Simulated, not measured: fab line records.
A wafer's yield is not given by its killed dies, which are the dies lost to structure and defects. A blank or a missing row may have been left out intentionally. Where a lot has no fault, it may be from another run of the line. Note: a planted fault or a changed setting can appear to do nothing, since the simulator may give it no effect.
fab line records	flow n5_finfet	part 1 of 2: steps 1 to 4 of 6
record: lots: 22	wafers: 66	last_day: 18
route steps=1938 shown MOL_CONTACT_COAG@608 BEOL_M0_SAQP@654
lots untouched by any fault: they come from a run of this same line in which no faults occurred
start_h: start of the lot's first displayed wafer, in hours after the record's first day	wait_h: hours elapsed since this lot's preceding step	" same as the row above	L1.1+2: a single row standing in for several wafers	- no value, or no start was given	* or withheld: withheld	< > ~ a bound
route shown NAME@n: NAME is a module with steps in the file, n the number in the route of the first one	usual: mean/standard deviation of fault-free wafers	same: alike in all rows	chamber/n: place in a boat	sites: readings site by site	_std_site: their standard deviation	_edge_site: mean of outer sites minus mean of inner sites	radius_mm: how far each site lies from the wafer's centre	mask NAME#n: copy n	behind: the most recent tool/chamber to have shaped the wafer	hold: why the lot was held/for how many hours/how that ended	device: the transistor (n, p or np) that didn't switch	end of line: the route-end tests of the same wafers	for a step that has no rows: nothing shown but its recipe	killed: at the first sort, the dies lost to defects and structure; wafer yield is something else	map: dies across one wafer; x = killed, . = not, _ = none there
set.NAME: the run value of the setting; set.NAME@STEP: its run value at that earlier step	model.NAME: the simulator's own value behind a step, which no gauge read
the route's steps for a sample of lots (tables are steps, rows are wafers)
services: when a tool's chamber went out of use (start_h, in hours from the record's first day, below 0 if earlier), for how many hours, and the reason
== steps ==
step: N5_MOL_CONTACT_COAG_ALD_133
recipe: material: SiO2	target_thk_a: 50	temp_c: 100	ald_precursor_family: BDEAS	ald_co_reactant: O2-plasma	pulse_time_s: 1	co_reactant_pulse_time_s: 1	purge_time_s: 2	co_reactant_purge_time_s: 2	ald_cycles: 35	pressure_torr: 2
usual: heater_power_w: 79/7.3	precursor_pulse_height_rel: 1.001/0.022
same: pulse_time_s: 1	purge_time_s: 2
lot.wafer	tool	chamber	start_h	wait_h	heater_power_w	precursor_pulse_height_rel
L074.1	ald_sin-04	3	100.49	0.1	72	0.992
L074.3	"	0	"	"	73	0.983
L074.4	"	3	"	"	73	1.027
L075.1	ald_sin-01	0	109.02	0.3	74	0.990
L075.4	"	2	"	"	79	0.948
L075.6	"	0	"	"	76	1.027
L076.4	ald_sin-04	3	112.03	0.5	71	1.012
L076.5	"	0	"	"	75	1.009
L076.6	"	2	"	"	85	1.009
L077.3	ald_sin-01	3	116.54	0.1	76	0.992
L077.5	"	3	"	"	78	0.970
L077.6	"	0	"	"	75	0.984
L078.1	ald_sin-02	0	131.09	0.1	92	1.010
L078.2	"	3	"	"	91	0.958
L078.3	"	1	"	"	84	0.974
L079.2	ald_sin-04	0	138.25	0.1	74	1.020
L079.4	"	2	"	"	87	0.993
L079.5	"	3	"	"	74	1.013
L080.1	ald_sin-01	3	141.81	0.1	75	0.974
L080.4	"	1	"	"	78	0.984
L080.5	"	1	"	"	76	1.004
L081.1	ald_sin-04	1	148.69	0.3	76	0.982
L081.2	"	2	"	"	88	1.014
L081.6	"	3	"	"	73	1.014
L082.1	ald_sin-02	1	151.69	0.1	85	1.016
L082.3	"	3	"	"	94	0.989
L082.4	"	0	"	"	91	0.983
L083.3	ald_sin-04	1	154.56	0.1	77	0.981
L083.5	"	3	"	"	72	0.987
L083.6	"	1	"	"	77	0.969
L085.2	ald_sin-01	2	168.15	0.1	80	0.999
L085.4	"	1	"	"	79	1.030
L085.6	"	2	"	"	78	1.007
L086.3	ald_sin-02	1	171.99	0.1	84	0.999
L086.4	"	3	"	"	91	1.029
L086.6	"	1	"	"	86	1.021
L087.2	ald_sin-04	1	186.50	0.2	76	0.983
L087.4	"	0	"	"	74	1.026
L087.6	"	3	"	"	72	1.024
L088.2	ald_sin-01	0	188.59	0.3	75	0.979
L088.4	"	2	"	"	80	0.998
L088.6	"	0	"	"	75	1.000
L090.2	ald_sin-02	2	194.51	0.1	67	1.037
L090.3	"	0	"	"	93	1.000
L090.5	"	2	"	"	68	1.021
L091.3	ald_sin-02	2	200.41	0.3	67	0.962
L091.4	"	0	"	"	95	1.018
L091.6	"	3	"	"	93	0.977
L092.2	ald_sin-02	2	208.62	0.1	66	1.008
L092.3	"	3	"	"	92	0.989
L092.5	"	0	"	"	92	1.032
L093.2	ald_sin-04	1	214.67	0.1	78	0.995
L093.5	"	1	"	"	77	0.984
L093.6	"	0	"	"	75	1.011
L094.2	ald_sin-04	3	220.14	0.1	74	0.960
L094.4	"	0	"	"	76	0.993
L094.5	"	2	"	"	84	1.002
L095.1	ald_sin-01	2	232.37	0.1	79	1.035
L095.2	"	3	"	"	76	1.022
L095.3	"	0	"	"	76	1.022
L096.3	ald_sin-01	0	233.03	0.1	75	1.072
L096.5	"	2	"	"	78	0.995
L096.6	"	3	"	"	77	0.982
L097.1	ald_sin-01	3	237.23	0.1	75	1.008
L097.3	"	0	"	"	73	0.999
L097.4	"	1	"	"	79	1.006
step: N5_MOL_CONTACT_COAG_ETCHBACK_134
recipe: chemistry: CHF3	target: SiO2	target_depth_a: 100	time_s: 6.7	ion_energy_ev: 200	pressure_mtorr: 30	source_w: 610	bias_w: 170	Ar_flow_sccm: 200	CHF3_flow_sccm: 50
usual: drypump_motor_current_A: 5.6/0.44	oes_product_au: 0.82/0.086	rf_vpp_V: 516/14	showerhead_plenum_p_Torr: 2.39/0.079	throttle_valve_pct: 18.59/0.18
lot.wafer	tool	chamber	start_h	wait_h	drypump_motor_current_A	oes_product_au	rf_hours_counter_h	rf_vpp_V	showerhead_plenum_p_Torr	throttle_valve_pct
L074.1	rie_diel-06	3	100.66	0.1	5.1	0.92	19	506	2.34	18.66
L074.3	"	0	"	"	5.2	0.74	174	507	2.48	18.49
L074.4	"	0	"	"	5.2	0.73	-	507	2.48	18.50
L075.1	rie_diel-04	0	109.21	0.1	5.9	0.81	96	508	2.31	18.46
L075.4	"	1	"	"	5.9	0.69	-	548	2.46	18.97
L075.6	"	0	"	"	6.0	0.81	-	510	2.31	18.46
L076.4	rie_diel-01	2	112.13	0.0	5.6	0.90	28	502	2.31	18.36
L076.5	"	2	"	"	5.6	0.90	-	502	2.31	18.37
L076.6	"	3	"	"	6.1	0.72	-	531	2.32	18.71
L077.3	rie_diel-06	2	116.78	0.2	5.8	0.89	42	521	2.42	18.53
L077.5	"	3	"	"	5.1	0.89	-	505	2.33	18.64
L077.6	"	0	"	"	5.2	0.74	-	507	2.47	18.51
L078.1	rie_diel-06	1	131.34	0.2	6.3	0.94	7	505	2.52	18.49
L078.2	"	3	"	"	5.1	0.89	31	508	2.33	18.66
L078.3	"	2	"	"	5.8	0.89	46	523	2.42	18.55
L079.2	rie_diel-06	1	138.43	0.1	6.3	0.94	10	506	2.52	18.49
L079.4	"	3	"	"	5.1	0.89	33	503	2.33	18.68
L079.5	"	0	"	"	5.2	0.73	-	506	2.47	18.52
L080.1	rie_diel-04	1	141.99	0.1	5.9	0.68	229	547	2.45	19.00
L080.4	"	2	"	"	6.0	0.71	172	518	2.36	18.42
L080.5	"	2	"	"	6.0	0.70	-	516	2.36	18.43
L081.1	rie_diel-06	3	148.91	0.1	5.1	0.88	39	506	2.33	18.68
L081.2	"	1	"	"	6.4	0.92	14	506	2.52	18.50
L081.6	"	3	"	"	5.0	0.88	-	507	2.33	18.67
L082.1	rie_diel-06	1	151.87	0.1	6.4	0.92	15	505	2.52	18.51
L082.3	"	2	"	"	5.8	0.88	55	521	2.42	18.56
L082.4	"	0	"	"	5.2	0.71	195	506	2.47	18.54
L083.3	rie_diel-04	3	154.74	0.1	5.2	0.84	82	507	2.32	18.85
L083.5	"	2	"	"	6.0	0.72	-	515	2.36	18.42
L083.6	"	3	"	"	5.1	0.84	-	508	2.33	18.86
L085.2	rie_diel-01	3	168.36	0.1	6.1	0.69	246	531	2.32	18.73
L085.4	"	0	"	"	5.2	0.85	66	537	2.50	18.58
L085.6	"	3	"	"	6.1	0.70	-	531	2.32	18.73
L086.3	rie_diel-01	0	172.17	0.1	5.2	0.84	68	538	2.50	18.60
L086.4	"	2	"	"	5.6	0.87	-	502	2.31	18.42
L086.6	"	0	"	"	5.1	0.84	-	537	2.50	18.60
L087.2	rie_diel-01	0	186.79	0.2	5.2	0.83	74	536	2.49	18.59
L087.4	"	0	"	"	5.2	0.83	-	538	2.49	18.60
L087.6	"	3	"	"	6.2	0.69	-	531	2.31	18.75
L088.2	rie_diel-06	3	188.88	0.2	5.1	0.86	51	506	2.32	18.70
L088.4	"	2	"	"	5.8	0.86	67	523	2.41	18.60
L088.6	"	2	"	"	5.8	0.86	-	522	2.41	18.60
L090.2	rie_diel-04	0	194.69	0.1	6.0	0.79	127	510	2.30	18.53
L090.3	"	2	"	"	6.0	0.70	193	515	2.36	18.43
L090.5	"	0	"	"	5.9	0.78	-	510	2.30	18.51
L091.3	rie_diel-06	0	200.59	0.1	5.2	0.69	213	506	2.46	18.56
L091.4	"	2	"	"	5.8	0.86	72	523	2.41	18.59
L091.6	"	2	"	"	5.9	0.85	-	522	2.41	18.60
L092.2	rie_diel-01	1	208.80	0.1	5.4	0.71	252	534	2.34	19.09
L092.3	"	0	"	"	5.2	0.81	85	537	2.49	18.62
L092.5	"	0	"	"	5.2	0.82	-	535	2.49	18.60
L093.2	rie_diel-06	2	214.85	0.1	5.8	0.84	77	523	2.41	18.58
L093.5	"	0	"	"	5.2	0.69	-	506	2.46	18.57
L093.6	"	1	"	"	6.3	0.86	-	505	2.51	18.54
L094.2	rie_diel-06	1	220.32	0.1	6.3	0.87	40	504	2.51	18.53
L094.4	"	3	"	"	5.1	0.84	64	507	2.32	18.73
L094.5	"	3	"	"	5.1	0.85	-	505	2.32	18.72
L095.1	rie_diel-01	3	232.59	0.2	6.1	0.99	3	530	2.31	18.17
L095.2	"	0	"	"	5.2	0.81	97	536	2.48	18.64
L095.3	"	2	"	"	5.6	0.83	76	502	2.30	18.45
L096.3	rie_diel-01	3	233.21	0.1	6.1	0.99	3	530	2.31	18.18
L096.5	"	0	"	"	5.2	0.80	-	535	2.48	18.64
L096.6	"	3	"	"	6.1	1.00	-	531	2.31	18.18
L097.1	rie_diel-01	2	237.41	0.1	5.6	0.83	78	502	2.30	18.45
L097.3	"	0	"	"	5.2	0.80	98	535	2.48	18.65
L097.4	"	2	"	"	5.5	0.83	-	502	2.30	18.46
step: N5_MOL_CONTACT_COAG_ETCH_124
recipe: chemistry: CH3F/O2	target: SiNx	target_depth_a: 65	mask_material: SOC	stop_on: SiOC	over_etch_frac: 0.3	ion_energy_ev: 120	pressure_mtorr: 30	source_w: 395	bias_w: 73	Ar_flow_sccm: 150	CH3F_flow_sccm: 30	O2_flow_sccm: 20	ends: end_point
usual: CH3F_flow_sccm: 29.99/0.095	drypump_motor_current_A: 5.6/0.44	oes_product_au: 0.70/0.07	rf_vpp_V: 293/7.7	showerhead_plenum_p_Torr: 2.01/0.067	throttle_valve_pct: 16.19/0.18
lot.wafer	tool	chamber	start_h	wait_h	CH3F_flow_sccm	drypump_motor_current_A	oes_product_au	rf_hours_counter_h	rf_vpp_V	showerhead_plenum_p_Torr	throttle_valve_pct
L074.1	rie_diel-06	3	100.85	0.0	30.14	5.0	0.78	19	287	1.96	16.23
L074.3	"	0	"	"	29.87	5.2	0.63	174	289	2.08	16.12
L074.4	"	0	"	"	30.00	5.2	0.63	-	287	2.08	16.12
L075.1	rie_diel-04	0	109.39	0.0	29.92	6.0	0.70	96	289	1.95	16.08
L075.4	"	1	"	"	29.99	5.8	0.59	-	311	2.07	16.60
L075.6	"	0	"	"	30.03	6.0	0.69	-	290	1.95	16.10
L076.4	rie_diel-01	2	112.32	0.0	29.97	5.6	0.77	28	286	1.95	16.01
L076.5	"	2	"	"	30.13	5.6	0.77	-	287	1.95	16.02
L076.6	"	3	"	"	29.95	6.1	0.60	-	300	1.95	16.32
L077.3	rie_diel-06	2	116.97	0.0	29.98	5.8	0.75	42	296	2.03	16.11
L077.5	"	3	"	"	30.10	5.0	0.77	-	286	1.96	16.22
L077.6	"	0	"	"	29.80	5.2	0.63	-	288	2.08	16.15
L078.1	rie_diel-06	1	131.52	0.0	29.98	6.4	0.81	7	287	2.12	16.05
L078.2	"	3	"	"	29.98	5.0	0.76	31	287	1.96	16.23
L078.3	"	2	"	"	30.00	5.8	0.74	46	296	2.03	16.12
L079.2	rie_diel-06	1	138.61	0.0	29.91	6.3	0.80	10	287	2.12	16.04
L079.4	"	3	"	"	29.84	5.1	0.75	33	286	1.96	16.26
L079.5	"	0	"	"	30.21	5.2	0.62	-	288	2.08	16.16
L080.1	rie_diel-04	1	142.18	0.0	29.99	5.8	0.58	229	311	2.07	16.63
L080.4	"	2	"	"	29.99	6.0	0.63	172	293	1.98	16.03
L080.5	"	2	"	"	30.06	6.0	0.63	-	290	1.98	16.03
L081.1	rie_diel-06	3	149.10	0.0	29.94	5.0	0.75	39	285	1.96	16.27
L081.2	"	1	"	"	30.08	6.3	0.79	14	286	2.11	16.04
L081.6	"	3	"	"	29.99	5.0	0.75	-	286	1.96	16.26
L082.1	rie_diel-06	1	152.06	0.0	30.10	6.3	0.79	15	288	2.11	16.05
L082.3	"	2	"	"	29.90	5.8	0.73	55	298	2.03	16.13
L082.4	"	0	"	"	30.15	5.2	0.62	195	288	2.08	16.16
L083.3	rie_diel-04	3	154.93	0.0	29.90	5.1	0.72	82	287	1.95	16.38
L083.5	"	2	"	"	30.00	6.0	0.63	-	292	1.98	16.03
L083.6	"	3	"	"	29.83	5.1	0.71	-	288	1.95	16.39
L085.2	rie_diel-01	3	168.54	0.0	30.03	6.1	0.60	246	302	1.94	16.34
L085.4	"	0	"	"	29.93	5.2	0.72	66	305	2.10	16.16
L085.6	"	3	"	"	30.03	6.1	0.59	-	298	1.94	16.35
L086.3	rie_diel-01	0	172.35	0.0	29.91	5.2	0.71	68	307	2.10	16.15
L086.4	"	2	"	"	29.89	5.6	0.74	-	286	1.94	16.06
L086.6	"	0	"	"	30.01	5.2	0.71	-	304	2.10	16.18
L087.2	rie_diel-01	0	186.98	0.0	29.85	5.2	0.71	74	306	2.10	16.18
L087.4	"	0	"	"	29.82	5.2	0.71	-	303	2.10	16.19
L087.6	"	3	"	"	29.98	6.2	0.60	-	301	1.94	16.38
L088.2	rie_diel-06	3	189.07	0.0	30.14	5.0	0.74	51	287	1.95	16.30
L088.4	"	2	"	"	30.04	5.8	0.71	67	296	2.03	16.15
L088.6	"	2	"	"	29.96	5.7	0.72	-	295	2.03	16.15
L090.2	rie_diel-04	0	194.87	0.0	29.89	5.9	0.66	127	289	1.94	16.15
L090.3	"	2	"	"	30.18	6.0	0.62	193	292	1.98	16.08
L090.5	"	0	"	"	29.77	5.9	0.67	-	290	1.94	16.15
L091.3	rie_diel-06	0	200.77	0.0	30.14	5.1	0.62	213	287	2.07	16.20
L091.4	"	2	"	"	30.00	5.8	0.72	72	296	2.02	16.16
L091.6	"	2	"	"	30.11	5.8	0.72	-	295	2.02	16.15
L092.2	rie_diel-01	1	208.98	0.0	30.08	5.3	0.59	252	302	1.96	16.67
L092.3	"	0	"	"	29.91	5.2	0.69	85	303	2.09	16.19
L092.5	"	0	"	"	29.78	5.2	0.70	-	304	2.09	16.20
L093.2	rie_diel-06	2	215.03	0.0	29.86	5.8	0.72	77	296	2.02	16.17
L093.5	"	0	"	"	29.93	5.2	0.61	-	286	2.07	16.20
L093.6	"	1	"	"	29.92	6.3	0.75	-	286	2.11	16.10
L094.2	rie_diel-06	1	220.51	0.0	29.91	6.4	0.75	40	288	2.10	16.09
L094.4	"	3	"	"	30.01	5.1	0.72	64	286	1.95	16.30
L094.5	"	3	"	"	29.98	5.0	0.73	-	287	1.95	16.32
L095.1	rie_diel-01	3	232.78	0.0	30.00	6.1	0.83	3	301	1.94	15.75
L095.2	"	0	"	"	30.02	5.2	0.69	97	304	2.09	16.23
L095.3	"	2	"	"	29.86	5.6	0.71	76	285	1.94	16.12
L096.3	rie_diel-01	3	233.40	0.0	29.95	6.1	0.84	3	302	1.94	15.76
L096.5	"	0	"	"	30.00	5.2	0.69	-	305	2.09	16.23
L096.6	"	3	"	"	29.96	6.1	0.84	-	301	1.94	15.75
L097.1	rie_diel-01	2	237.59	0.0	30.10	5.5	0.72	78	286	1.93	16.14
L097.3	"	0	"	"	30.04	5.2	0.68	99	304	2.09	16.22
L097.4	"	2	"	"	29.92	5.5	0.70	-	285	1.93	16.14
step: N5_BEOL_M0_SAQP_ETCH_84
recipe: chemistry: N2/H2	target: SOC	target_depth_a: 1000	overetch_a: 200	mask_material: SiARC	temp_c: 40	time_s: 150	ion_energy_ev: 200	pressure_mtorr: 30	source_w: 840	bias_w: 150	n2_flow_sccm: 200	h2_flow_sccm: 200
usual: drypump_motor_current_A: 5.9/0.54	oes_product_au: 0.67/0.065	rf_vpp_V: 524.6/2.3	showerhead_plenum_p_Torr: 2.57/0.082	throttle_valve_pct: 17.82/0.18
lot.wafer	tool	chamber	start_h	wait_h	drypump_motor_current_A	oes_product_au	rf_hours_counter_h	rf_vpp_V	showerhead_plenum_p_Torr	throttle_valve_pct
L074.1	rie_diel-05	2	106.38	0.0	6.6	0.70	132	523.3	2.54	17.76
L074.3	"	3	"	"	5.9	0.65	151	527.4	2.65	18.08
L074.4	"	0	"	"	6.6	0.69	131	520.5	2.46	17.59
L075.1	rie_diel-05	1	114.80	0.0	5.3	0.64	225	525.5	2.61	17.89
L075.4	"	3	"	"	5.9	0.65	154	525.8	2.65	18.11
L075.6	"	3	"	"	5.8	0.65	-	526.4	2.65	18.08
L076.4	rie_diel-03	0	121.78	0.0	5.9	0.62	247	522.0	2.51	18.38
L076.5	"	0	"	"	5.9	0.62	-	522.8	2.51	18.39
L076.6	"	3	"	"	4.8	0.68	-	527.8	2.65	17.88
L077.3	rie_diel-02	2	122.59	0.0	5.8	0.64	221	520.5	2.40	17.64
L077.5	"	0	"	"	5.2	0.65	-	526.6	2.61	17.65
L077.6	"	3	"	"	6.3	0.63	-	526.7	2.65	17.93
L078.1	rie_diel-05	3	137.74	0.0	5.8	0.65	156	526.5	2.65	18.10
L078.2	"	0	"	"	6.6	0.68	140	520.0	2.46	17.60
L078.3	"	2	"	"	6.6	0.69	143	523.9	2.53	17.78
L079.2	rie_diel-02	1	146.16	0.0	6.3	0.75	53	525.6	2.61	17.58
L079.4	"	0	"	"	5.2	0.64	217	525.1	2.60	17.68
L079.5	"	0	"	"	5.2	0.64	-	527.0	2.60	17.68
L080.1	rie_diel-05	1	149.57	0.0	5.3	0.63	237	525.8	2.61	17.90
L080.4	"	3	"	"	5.9	0.65	159	527.8	2.65	18.10
L080.5	"	2	"	"	6.6	0.68	-	524.0	2.53	17.78
L081.1	rie_diel-02	3	155.23	0.0	6.3	0.63	222	524.5	2.65	17.94
L081.2	"	0	"	"	5.2	0.64	221	524.3	2.60	17.67
L081.6	"	2	"	"	5.9	0.63	-	519.1	2.39	17.66
L082.1	rie_diel-02	1	158.85	0.0	6.3	0.74	57	524.1	2.61	17.59
L082.3	"	3	"	"	6.2	0.62	223	524.6	2.65	17.96
L082.4	"	2	"	"	5.9	0.64	233	520.4	2.39	17.67
L083.3	rie_diel-02	1	160.73	0.0	6.3	0.74	58	525.1	2.61	17.60
L083.5	"	0	"	"	5.2	0.64	-	526.4	2.60	17.68
L083.6	"	3	"	"	6.3	0.62	-	525.3	2.65	17.95
L085.2	rie_diel-05	3	177.61	0.0	5.8	0.64	167	528.1	2.65	18.10
L085.4	"	2	"	"	6.6	0.68	154	524.3	2.53	17.81
L085.6	"	0	"	"	6.6	0.69	-	520.7	2.45	17.62
L086.3	rie_diel-05	1	177.98	0.0	5.3	0.62	245	526.9	2.60	17.93
L086.4	"	2	"	"	6.6	0.68	154	524.3	2.53	17.81
L086.6	"	3	"	"	5.9	0.65	-	527.0	2.65	18.12
L087.2	rie_diel-02	2	193.28	0.0	5.9	0.63	242	520.9	2.39	17.67
L087.4	"	0	"	"	5.2	0.64	-	527.1	2.60	17.71
L087.6	"	1	"	"	6.3	0.73	-	524.9	2.60	17.62
L088.2	rie_diel-05	0	195.79	0.0	6.6	0.68	156	521.4	2.45	17.65
L088.4	"	2	"	"	6.7	0.68	159	523.7	2.53	17.80
L088.6	"	2	"	"	6.6	0.68	-	524.5	2.53	17.82
L090.2	rie_diel-03	2	201.77	0.0	6.0	0.86	9	525.3	2.61	17.85
L090.3	"	1	"	"	5.3	0.65	186	522.0	2.51	18.06
L090.5	"	2	"	"	6.0	0.87	-	525.5	2.61	17.84
L091.3	rie_diel-02	2	207.14	0.0	5.9	0.63	248	518.3	2.38	17.70
L091.4	"	1	"	"	6.3	0.73	72	524.4	2.60	17.64
L091.6	"	3	"	"	6.3	0.62	-	527.1	2.64	17.97
L092.2	rie_diel-02	3	214.69	0.0	6.3	0.61	235	525.8	2.64	17.98
L092.3	"	1	"	"	6.3	0.73	75	523.6	2.60	17.62
L092.5	"	3	"	"	6.2	0.61	-	527.1	2.64	17.98
L093.2	rie_diel-02	0	221.46	0.0	5.2	0.63	242	526.0	2.59	17.72
L093.5	"	1	"	"	6.3	0.72	-	524.7	2.60	17.64
L093.6	"	0	"	"	5.2	0.63	-	526.2	2.59	17.73
L094.2	rie_diel-02	0	227.78	0.0	5.2	0.62	244	527.3	2.59	17.70
L094.4	"	3	"	"	6.3	0.61	-	524.9	2.64	17.99
L094.5	"	0	"	"	5.2	0.63	-	525.7	2.59	17.72
L095.1	rie_diel-03	3	239.70	0.0	4.8	0.65	193	527.1	2.64	17.95
L095.2	"	2	"	"	6.0	0.83	21	525.9	2.60	17.87
L095.3	"	1	"	"	5.4	0.64	197	521.9	2.50	18.08
L096.3	rie_diel-02	2	242.71	0.0	5.9	0.86	1	529.1	2.70	17.29
L096.5	"	3	"	"	6.3	0.61	-	526.6	2.64	17.99
L096.6	"	0	"	"	5.2	0.63	-	526.4	2.59	17.72
L097.1	rie_diel-03	0	246.42	0.0	5.9	0.80	34	520.4	2.49	17.89
L097.3	"	3	"	"	4.8	0.64	195	528.4	2.63	17.96
L097.4	"	1	"	"	5.4	0.64	200	523.2	2.50	18.09
